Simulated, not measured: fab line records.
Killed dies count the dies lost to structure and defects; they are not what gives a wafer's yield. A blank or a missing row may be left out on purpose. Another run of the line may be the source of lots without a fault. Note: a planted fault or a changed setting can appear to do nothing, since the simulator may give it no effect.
Matching of chambers :: flow n5_finfet :: N5_BEOL_M3_DEP_57 on pecvd-04 has 3 sister chambers
The step deposits SiCN from 3MS/NH3, target thk 8 nm, time 14 s. 22 wafers are shown with their chamber, then 11 later ones without.

## WAFERS PAIRED WITH THEIR CHAMBERS
wafer: L077.1
chamber: 1
showerhead_plenum_p_Torr (Torr): 3.652
throttle_valve_pct (%): 9.3

wafer: L077.4
chamber: 0
showerhead_plenum_p_Torr (Torr): 3.689
throttle_valve_pct (%): 9.6

wafer: L077.5
chamber: 1
showerhead_plenum_p_Torr (Torr): 3.655
throttle_valve_pct (%): 9.5

wafer: L082.2
chamber: 1
showerhead_plenum_p_Torr (Torr): 3.660
throttle_valve_pct (%): 9.0

wafer: L082.4
chamber: 2
showerhead_plenum_p_Torr (Torr): 3.680
throttle_valve_pct (%): 8.5

wafer: L082.5
chamber: 1
showerhead_plenum_p_Torr (Torr): 3.648
throttle_valve_pct (%): 9.4

wafer: L083.1
chamber: 1
showerhead_plenum_p_Torr (Torr): 3.657
throttle_valve_pct (%): 9.1

wafer: L083.2
chamber: 2
showerhead_plenum_p_Torr (Torr): 3.686
throttle_valve_pct (%): 8.7

wafer: L083.3
chamber: 0
showerhead_plenum_p_Torr (Torr): 3.681
throttle_valve_pct (%): 9.5

wafer: L083.4
chamber: 0
showerhead_plenum_p_Torr (Torr): 3.683
throttle_valve_pct (%): 9.1

wafer: L083.5
chamber: 2
showerhead_plenum_p_Torr (Torr): 3.681
throttle_valve_pct (%): 8.5

wafer: L083.6
chamber: 1
showerhead_plenum_p_Torr (Torr): 3.664
throttle_valve_pct (%): 9.4

wafer: L084.1
chamber: 0
showerhead_plenum_p_Torr (Torr): 3.683
throttle_valve_pct (%): 9.5

wafer: L084.5
chamber: 1
showerhead_plenum_p_Torr (Torr): 3.664
throttle_valve_pct (%): 9.4

wafer: L084.6
chamber: 0
showerhead_plenum_p_Torr (Torr): 3.677
throttle_valve_pct (%): 9.3

wafer: L085.1
chamber: 2
showerhead_plenum_p_Torr (Torr): 3.679
throttle_valve_pct (%): 8.9

wafer: L085.4
chamber: 0
showerhead_plenum_p_Torr (Torr): 3.696
throttle_valve_pct (%): 9.5

wafer: L085.5
chamber: 2
showerhead_plenum_p_Torr (Torr): 3.670
throttle_valve_pct (%): 8.9

wafer: L086.1
chamber: 1
showerhead_plenum_p_Torr (Torr): 3.656
throttle_valve_pct (%): 9.4

wafer: L086.2
chamber: 0
showerhead_plenum_p_Torr (Torr): 3.686
throttle_valve_pct (%): 9.5

wafer: L086.3
chamber: 2
showerhead_plenum_p_Torr (Torr): 3.680
throttle_valve_pct (%): 8.6

wafer: L086.4
chamber: 0
showerhead_plenum_p_Torr (Torr): 3.690
throttle_valve_pct (%): 9.4

SIGNATURES, as means of the wafers listed above
reading: showerhead_plenum_p_Torr
chamber 0: 3.68562
chamber 1: 3.65700
chamber 2: 3.67933
scatter within a chamber: 0.00563

reading: throttle_valve_pct
chamber 0: 9.425
chamber 1: 9.312
chamber 2: 8.683
scatter within a chamber: 0.17
Rule: a wafer lies at a distance from a chamber equal to the root of the sum of squares, over the readings, of (its reading less the chamber's mean, divided by the reading's scatter). If the next closest chamber is less than 2 further off than the closest, the wafer can't be placed; otherwise it belongs to the closest. The scatter: the root of (the sum of the squares of (reading less its chamber's mean) over the shown wafers, divided by (wafers less chambers)).

## WAFERS MISSING THEIR CHAMBER
wafer: L086.5
showerhead_plenum_p_Torr (Torr): 3.683
throttle_valve_pct (%): 8.6

wafer: L086.6
showerhead_plenum_p_Torr (Torr): 3.670
throttle_valve_pct (%): 9.4

wafer: L089.1
showerhead_plenum_p_Torr (Torr): 3.654
throttle_valve_pct (%): 9.3

wafer: L089.3
showerhead_plenum_p_Torr (Torr): 3.690
throttle_valve_pct (%): 9.5

wafer: L089.4
showerhead_plenum_p_Torr (Torr): 3.680
throttle_valve_pct (%): 8.6

wafer: L094.1
showerhead_plenum_p_Torr (Torr): 3.684
throttle_valve_pct (%): 8.7

wafer: L094.2
showerhead_plenum_p_Torr (Torr): 3.676
throttle_valve_pct (%): 9.5

wafer: L094.3
showerhead_plenum_p_Torr (Torr): 3.664
throttle_valve_pct (%): 9.2

wafer: L094.4
showerhead_plenum_p_Torr (Torr): 3.673
throttle_valve_pct (%): 8.8

wafer: L094.5
showerhead_plenum_p_Torr (Torr): 3.657
throttle_valve_pct (%): 9.5

wafer: L094.6
showerhead_plenum_p_Torr (Torr): 3.682
throttle_valve_pct (%): 9.5

## WHICH CHAMBER EACH ONE RAN IN
wafer: L086.5
from the rows above: 2
in truth: 2

wafer: L086.6
from the rows above: can't be placed: 1 or 0
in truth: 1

wafer: L089.1
from the rows above: 1
in truth: 1

wafer: L089.3
from the rows above: 0
in truth: 0

wafer: L089.4
from the rows above: 2
in truth: 2

wafer: L094.1
from the rows above: 2
in truth: 2

wafer: L094.2
from the rows above: can't be placed: 0 or 1
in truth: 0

wafer: L094.3
from the rows above: 1
in truth: 1

wafer: L094.4
from the rows above: 2
in truth: 2

wafer: L094.5
from the rows above: 1
in truth: 1

wafer: L094.6
from the rows above: 0
in truth: 0
Correct placement for 9 of the 11. Unplaceable from these rows: 2, with the true chamber sitting among the candidates in 2. Wrongly placed: 0.
